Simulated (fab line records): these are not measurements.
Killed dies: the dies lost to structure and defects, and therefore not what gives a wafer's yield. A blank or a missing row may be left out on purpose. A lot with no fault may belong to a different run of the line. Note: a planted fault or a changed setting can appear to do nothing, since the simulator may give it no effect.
fab line records | flow n5Finfet | part 2 of 2: steps 28 to 36 of 36
record lots=5 wafers=15 lastDay=18
route steps=1938 shown MIM_TOP_ETCH@1853 MIM_BOT_LITHO@1854 MIM_BOT_ETCH@1866 PASS1_CAP@1873 TV_LITHO@1875 TV_OPEN@1887
lots that met no fault: taken from a fault-free run of the same line
startH: hours from the record's first day to the start of the lot's first wafer shown | waitH: how many hours have passed since the lot's step before this one | " unchanged from the row above | L1.1+2: one row covering several wafers at once | - no value, or no start was given | * or withheld: withheld | < > ~ a bound
route shown NAME@n: NAME is a module with steps in the file, n the number in the route of the first one | usual: the fault-free wafers' mean and standard deviation | same: alike in all rows | chamber/n: place in a boat | sites: readings site by site | _std_site: standard deviation across them | _edge_site: mean of outer sites minus mean of inner sites | radiusMm: how far each site lies from the wafer's centre | mask NAME#n: copy n | behind: tool/chamber where the wafer was last shaped | hold: the reason the lot was held/the length of the hold in hours/how it ended | device: transistor that didn't switch, given as n, p or np | end of line: the route-end tests of the same wafers | step lacking rows: just its recipe | killed: the dies lost at the first sort to structure and to defects; this is not the yield of the wafer | map: a wafer's dies, x killed, . not, _ none there
set.NAME: the setting the step ran with; set.NAME@STEP: the setting that earlier step ran with | model.NAME: the simulator's own value behind a step, which no gauge read
a table for each step, a row for each wafer; lots at some steps of the route
services: when a tool's chamber went out of use (startH, in hours from the record's first day, below 0 if earlier), for how many hours, and the reason
## steps
# step N5_PASSIVATION_PEB_08
# recipe pebTempC=withheld pebTimeS=*
# columns lot.wafer tool chamber startH waitH
L075.1+2+6 lithoTrack-05 0 278.70 0.1
L080.3+4+6 lithoTrack-01 0 302.32 0.0
L086.3+4+5 lithoTrack-01 0 357.12 0.0
L088.3+4+6 lithoTrack-01 0 379.16 0.0
L096.3+5+6 lithoTrack-03 0 432.30 0.0
# step N5_PASSIVATION_DEVELOP_09
# recipe developTimeS=60 rinseLiquid=diw dry=airSpin devTempC=21
# columns lot.wafer tool chamber startH waitH
L075.1+2+6 lithoTrack-05 0 - -
L080.3+4+6 lithoTrack-01 0 - -
L086.3+4+5 lithoTrack-01 0 - -
L088.3+4+6 lithoTrack-01 0 - -
L096.3+5+6 lithoTrack-03 0 - -
# step N5_PASSIVATION_HARDBAKE_11
# recipe tempC=130 timeS=120
# columns lot.wafer tool chamber startH waitH
L075.1+2+6 lithoTrack-05 0 - -
L080.3+4+6 lithoTrack-01 0 - -
L086.3+4+5 lithoTrack-01 0 - -
L088.3+4+6 lithoTrack-01 0 - -
L096.3+5+6 lithoTrack-03 0 - -
# step N5_PASSIVATION_CD_MEAS_10
# recipe targetCdNm=3000 landingEnergyEv=500 detector=seInlens
# usual cdNm=3000/3.4
# columns lot.wafer tool chamber startH waitH cdNm
L075.1 cdSem-02 0 278.82 - 2995
L075.2 " 0 " " 2997
L075.6 " 0 " " 2997
L080.3 cdSem-01 0 302.44 - 3006
L080.4 " 0 " " 2996
L080.6 " 0 " " 3004
L086.3 cdSem-03 0 357.24 - 3003
L086.4 " 0 " " 3000
L086.5 " 0 " " 3003
L088.3 cdSem-02 0 379.28 - 3001
L088.4 " 0 " " 3005
L088.6 " 0 " " 3004
L096.3 cdSem-03 0 432.42 - 3001
L096.5 " 0 " " 3002
L096.6 " 0 " " 3001
# step N5_PASSIVATION_OVL_MEAS_60
# recipe pointsPerWafer=44
# usual TV_OVL=-1/5.6
# columns lot.wafer tool chamber startH waitH TV_OVL[nm]
L075.1 overlay-01 0 278.85 0.0 -3
L075.2 " 0 " " -13
L075.6 " 0 " " -6
L080.3 overlay-02 0 302.47 0.0 -7
L080.4 " 0 " " -5
L080.6 " 0 " " -9
L086.3 overlay-01 0 357.27 0.0 -7
L086.4 " 0 " " -3
L086.5 " 0 " " -8
L088.3 overlay-02 0 379.30 0.0 0
L088.4 " 0 " " -1
L088.6 " 0 " " 0
L096.3 overlay-01 0 432.44 0.0 3
L096.5 " 0 " " 3
L096.6 " 0 " " 11
# step N5_PASSIVATION_INSPECT_61
# recipe mode=adi inspectInstrument=macro
# usual rawDefectCount=2.2/1.3
# columns lot.wafer tool chamber startH waitH rawDefectCount
L075.1 defectInspect-02 - 278.87 0.0 2
L075.2 " - " " 2
L075.6 " - " " 2
L080.3 defectInspect-02 - 302.50 0.0 3
L080.4 " - " " 4
L080.6 " - " " 1
L086.3 defectInspect-02 - 357.29 0.0 2
L086.4 " - " " 1
L086.5 " - " " 1
L088.3 defectInspect-01 - 379.33 0.0 2
L088.4 " - " " 2
L088.6 " - " " 0
L096.3 defectInspect-02 - 432.47 0.0 0
L096.5 " - " " 1
L096.6 " - " " 1
# step N5_PASSIVATION_DESCUM_12
# recipe chemistry=O2 timeS=7.9 sourcePowerW=50 biasPowerW=20 pressureMtorr=20 rfFrequencyHz=2.712e+07 tempC=40 o2FlowSccm=225
# usual drypumpMotorCurrentA=5.8/0.54 o2FlowSccm=225.1/0.71 oesProductAu=0.77/0.098 rfVppV=243.2/1.5 showerheadPlenumPTorr=2.09/0.072 throttleValvePct=20.3/0.32
# columns lot.wafer tool chamber startH waitH drypumpMotorCurrentA o2FlowSccm oesProductAu rfHoursCounterH rfVppV showerheadPlenumPTorr throttleValvePct
L075.1 rieDiel-04 3 278.91 0.0 5.9 224.8 0.98 4 245.4 2.24 20.1
L075.2 " 0 " " 5.3 224.3 0.73 184 246.7 2.15 20.4
L075.6 " 0 " " 5.3 224.0 0.73 - 243.1 2.15 20.4
L080.3 rieDiel-04 2 302.56 0.1 4.9 225.8 0.69 238 244.2 2.16 20.5
L080.4 " 1 " " 6.2 224.1 0.68 237 242.9 2.13 20.0
L080.6 " 1 " " 6.3 224.5 0.69 - 244.8 2.13 20.0
L086.3 rieDiel-04 0 357.32 0.0 5.3 224.7 0.71 207 243.4 2.14 20.4
L086.4 " 1 " " 6.3 226.0 0.67 - 244.5 2.13 20.1
L086.5 " 0 " " 5.3 225.0 0.70 - 245.3 2.14 20.4
L088.3 rieDiel-06 0 379.36 0.0 5.9 224.4 0.69 246 244.0 2.17 20.9
L088.4 " 2 " " 6.2 225.0 0.81 89 241.1 2.00 20.4
L088.6 " 0 " " 5.9 224.7 0.69 - 244.6 2.17 20.9
L096.3 rieDiel-04 3 432.50 0.0 5.9 225.1 0.88 55 245.3 2.22 20.1
L096.5 " 0 " " 5.3 225.1 0.69 - 244.0 2.13 20.5
L096.6 " 1 " " 6.3 225.9 0.96 - 244.4 2.12 19.7
# step N5_PASSIVATION_PASS_ETCH_74
# recipe chemistry=CF4/O2 target=SiNx targetDepthA=2200 timeS=110 ionEnergyEv=100 pressureMtorr=40 sourceW=535 biasW=49 Ar_flow_sccm=100 cf4FlowSccm=100 O2_flow_sccm=10
# usual drypumpMotorCurrentA=5.8/0.54 oesProductAu=0.78/0.1 rfVppV=237/5.9 showerheadPlenumPTorr=2.21/0.078 throttleValvePct=15.92/0.23
# columns lot.wafer tool chamber startH waitH drypumpMotorCurrentA oesProductAu rfHoursCounterH rfVppV showerheadPlenumPTorr throttleValvePct
L075.1 rieDiel-04 3 278.97 0.0 5.8 0.97 4 242 2.36 15.74
L075.2 " 0 " " 5.3 0.72 184 231 2.27 16.07
L075.6 " 0 " " 5.3 0.72 - 232 2.27 16.07
L080.3 rieDiel-04 2 302.62 0.0 4.9 0.70 238 235 2.26 16.11
L080.4 " 1 " " 6.3 0.69 237 243 2.28 15.91
L080.6 " 1 " " 6.3 0.69 - 243 2.28 15.90
L086.3 rieDiel-04 0 357.39 0.0 5.3 0.70 207 231 2.26 16.10
L086.4 " 1 " " 6.3 0.67 - 243 2.27 15.95
L086.5 " 0 " " 5.3 0.70 - 231 2.26 16.09
L088.3 rieDiel-06 0 379.43 0.0 5.9 0.68 246 248 2.26 16.32
L088.4 " 2 " " 6.2 0.81 89 234 2.14 16.13
L088.6 " 0 " " 5.9 0.68 - 246 2.26 16.31
L096.3 rieDiel-04 3 432.57 0.0 5.9 0.86 55 240 2.34 15.84
L096.5 " 0 " " 5.3 0.68 - 230 2.25 16.15
L096.6 " 1 " " 6.2 0.96 - 241 2.26 15.50
# step N5_PASSIVATION_VIA_ETCH_13
# recipe chemistry=CHF3/O2 target=SiO2 targetDepthA=6600 CHF3_flow_sccm=50 O2_flow_sccm=5 Ar_flow_sccm=200 timeS=330 maskMaterial=PR pressureMtorr=30 sourceW=650 biasW=170 ionEnergyEv=200 ends=cleared
# usual CHF3_flow_sccm=50.00/0.15 drypumpMotorCurrentA=5.8/0.54 etchRfOnTimeS=237/6.9 oesProductAu=0.70/0.089 rfVppV=517/12 showerheadPlenumPTorr=2.41/0.079 throttleValvePct=18.75/0.29
# columns lot.wafer tool chamber startH waitH CHF3_flow_sccm drypumpMotorCurrentA etchRfOnTimeS oesProductAu rfHoursCounterH rfVppV showerheadPlenumPTorr throttleValvePct
L075.1 rieDiel-04 3 279.06 0.0 49.94 5.9 230 0.88 4 522 2.55 18.48
L075.2 " 0 " " 49.80 5.3 238 0.65 184 504 2.50 19.00
L075.6 " 0 " " 49.73 5.3 242 0.65 - 504 2.50 19.01
L080.3 rieDiel-04 2 302.71 0.0 50.15 4.9 242 0.62 238 513 2.45 18.83
L080.4 " 1 " " 49.93 6.2 242 0.61 237 525 2.47 18.64
L080.6 " 1 " " 49.96 6.2 246 0.62 - 527 2.47 18.64
L086.3 rieDiel-04 0 357.48 0.0 50.26 5.3 243 0.63 207 502 2.49 19.06
L086.4 " 1 " " 50.07 6.3 244 0.61 - 526 2.47 18.64
L086.5 " 0 " " 50.01 5.3 248 0.63 - 506 2.49 19.05
L088.3 rieDiel-06 0 379.52 0.0 50.28 5.9 239 0.61 246 537 2.46 19.15
L088.4 " 2 " " 50.12 6.2 240 0.72 89 509 2.35 19.12
L088.6 " 0 " " 50.21 5.9 243 0.61 - 538 2.46 19.15
L096.3 rieDiel-04 3 432.66 0.0 50.22 5.9 230 0.79 55 521 2.53 18.58
L096.5 " 0 " " 49.97 5.3 248 0.61 - 503 2.48 19.08
L096.6 " 1 " " 50.23 6.3 236 0.87 - 526 2.46 18.30
## services
# columns tool chamber startH hours kind
rieMetal-02 - 260.14 0.2 repair
rieMetal-02 - 268.16 2.8 pm
wetBench-06 - 275.69 7.7 repair
krfScanner-01 - 279.90 0.8 pm
rieDiel-05 1 284.48 2.8 repair
wetBench-06 - 290.22 1.8 repair
krfScanner-02 - 294.21 4.4 pm
rieMetal-01 0 311.77 1.4 repair
krfScanner-02 - 313.30 1.4 repair
krfScanner-01 - 317.53 1.0 pm
rieMetal-01 1 317.85 17.7 repair
krfScanner-01 - 318.53 1.3 pm
rieDiel-01 1 330.90 18.3 repair
rieDiel-05 1 334.52 2.8 repair
krfScanner-02 - 337.34 0.4 repair
pecvd-01 - 349.86 2.9 repair
rieDiel-03 2 357.16 20.5 repair
krfScanner-02 - 367.71 1.3 pm
rieMetal-03 1 372.67 4.0 repair
krfScanner-02 - 377.04 1.0 pm
pecvd-03 - 389.68 0.8 repair
rieDiel-01 0 390.40 5.7 repair
krfScanner-02 - 399.87 0.8 pm
rieDiel-04 3 423.31 2.9 repair
